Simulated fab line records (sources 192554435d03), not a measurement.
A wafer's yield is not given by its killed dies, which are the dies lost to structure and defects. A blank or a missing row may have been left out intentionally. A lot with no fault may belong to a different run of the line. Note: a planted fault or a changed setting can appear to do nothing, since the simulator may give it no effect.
A struck lot beside a sound one | flow n5-finfet | 19 steps out of a route of 1938
Sound: the wafers L100.2, L100.4, L100.5. Wafers struck: L115.1, L115.2, L115.5. The cause is given at the end.
For every step that has rows: the tool of each side, followed by ch and its chambers, followed by its first start. Under that, the readings that differ: sound wafers | struck wafers | difference of the means | sigmas: that difference in standard deviations of wafers without a fault.
alike: a reading whose means differ by less than 2 such deviations, as well as words and numbers matching on both sides. not compared: withheld readings; readings where some wafer has no value; bounds like >300 that might hide an equal value; numbers whose values overlap and for which the record gives no deviation.
Wherever a step has rows on one side only, a row that says differs or no value, or a row with sigmas, the two part there. When numbers do not overlap yet have no deviation, they are printed without sigmas and do not part them. A reading that every wafer of one side lacks parts them only if that side has two wafers or more.

N5_BEOL_M0_SAQP_ETCH_88: etches underlayer in N2/H2, target depth 6.5 nm, time 5.2 s.
  sound on rie-diel-04 ch 2,3, day 6 01:22; struck on rie-diel-04 ch 0,2,3, day 9 18:55
  alike: drypump-motor-current-A, etch-rf-on-time-s, oes-product-au, rf-vpp-V, showerhead-plenum-p-Torr, throttle-valve-pct
  not compared: rf-hours-counter-h
N5_BEOL_M0_SAQP_ETCH_73: etches SiARC in CF4, target depth 19.5 nm, time 32.5 s.
  sound on rie-diel-04 ch 2,3, day 6 01:23; struck on rie-diel-04 ch 0,2,3, day 9 18:56
  alike: drypump-motor-current-A, etch-rf-on-time-s, oes-product-au, rf-vpp-V, showerhead-plenum-p-Torr, throttle-valve-pct
  not compared: rf-hours-counter-h
N5_BEOL_M0_SAQP_CUT_ETCH_46: etches SOC in N2/H2, target depth 135 nm, overetch 27 nm, time 202.5 s.
  sound on rie-diel-04 ch 2,3, day 6 01:25; struck on rie-diel-04 ch 0,2,3, day 9 18:58
  alike: drypump-motor-current-A, rf-vpp-V, showerhead-plenum-p-Torr, throttle-valve-pct
  not compared: rf-hours-counter-h
then, 2 steps without rows for these wafers: N5_BEOL_M0_SAQP_STRIP_74 (strips in N2/H2); N5_BEOL_M0_SAQP_STRIP_89 (strips in N2/H2).
N5_BEOL_M0_SAQP_ALD_48: deposits SiO2, target thk 20 nm, pulse time 1 s, co reactant pulse time 1 s.
  sound on ald-sin-01 ch 0,1, day 6 01:38; struck on ald-sin-04 ch 0,2,3, day 9 19:23
  alike: heater-power-w, precursor-pulse-height-rel
then, 1 step without rows for these wafers: N5_BEOL_M0_SAQP_ETCH_49 (etches SiO2 in CF4/O2, target depth 37 nm).
N5_BEOL_M0_SAQP_STRIP_75: strips in CF4.
  sound on rie-diel-04 ch 1,2, day 6 02:15; struck on rie-diel-04 ch 0,1,2, day 9 20:01
  alike: drypump-motor-current-A, oes-product-au, rf-vpp-V, showerhead-plenum-p-Torr, throttle-valve-pct
  not compared: rf-hours-counter-h
then, 4 steps without rows for these wafers: N5_BEOL_M0_CUTY_COAT_50 (time 60 s, resist thk 15 nm); N5_BEOL_M0_CUTY_COAT_51 (resist thk 150 nm); N5_BEOL_M0_CUTY_EBR_52; N5_BEOL_M0_CUTY_SOFTBAKE_53 (time 60 s).
N5_BEOL_M0_CUTY_EXPOSE_54: exposes mask M0 ABLK.
  sound on arfi-scanner-01 ch 0, day 6 02:32; struck on arfi-scanner-03 ch 0, day 9 20:10
  reading              | sound             | struck            | difference | sigmas
  exposure-dose-mJ-cm2 | 36.01 36.02 36.06 | 33.94 33.95 33.92 | -2.09      | -58
  alike: mask, focus-offset-nm
then, 2 steps without rows for these wafers: N5_BEOL_M0_CUTY_PEB_55 (peb time 60 s); N5_BEOL_M0_CUTY_DEVELOP_56 (develop time 30 s).
N5_BEOL_M0_CUTY_CD_MEAS_57 targets a cd of 200 nm.
  sound on cd-sem-01 ch 0, day 6 02:39; struck on cd-sem-02 ch 0, day 9 20:17
  reading    | sound             | struck            | difference | sigmas
  cd-nm (nm) | 198.8 199.2 199.5 | 203.0 203.1 203.7 | +4.1       | +5
N5_BEOL_M0_CUTY_OVL_MEAS_58:
  sound on overlay-02 ch 0, day 6 02:41; struck on overlay-02 ch 0, day 9 20:19
  alike: M0_ABLK_OVL
-- record jumps: 2 days separate the struck wafers' starts on either side; left off in module BEOL_M0_CUTY, taken up again in module BEOL_M4, whose first shown step is the route's number 1111 --
N5_BEOL_M4_RC_MEAS_101:
  sound on prober-02 ch 0, day 8 02:25; struck on prober-01 ch 0, day 11 20:53
  reading       | sound          | struck         | difference | sigmas
  DIBL_P (mV/V) | 35.4 35.7 33.8 | 40.9 36.7 41.2 | +4.6       | +2
  alike: DIBL_N, IOFF_N, IOFF_P, ION_N, ION_P, SS_N, SS_P, VT_N, VT_P
-- the record jumps here: 4 days lie between the struck wafers' starts before and after (it left off in module BEOL_M4 and takes up again in module PASSIVATION, whose first step shown is number 1936 of the route) --
N5_PASSIVATION_PROBE_49:
  rows exist in the record for the struck wafers here (prober-02, day 16 07:51), but not for the sound ones

## WHERE THEY PART
At N5_BEOL_M0_CUTY_EXPOSE_54 first; at N5_PASSIVATION_PROBE_49 last (within this record only).

WHY: whatever the simulator had introduced
Process parameter drift: arfi-scanner-03, from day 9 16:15 on, at N5_BEOL_M0_CUTY_EXPOSE_54. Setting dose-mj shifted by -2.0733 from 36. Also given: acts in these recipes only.
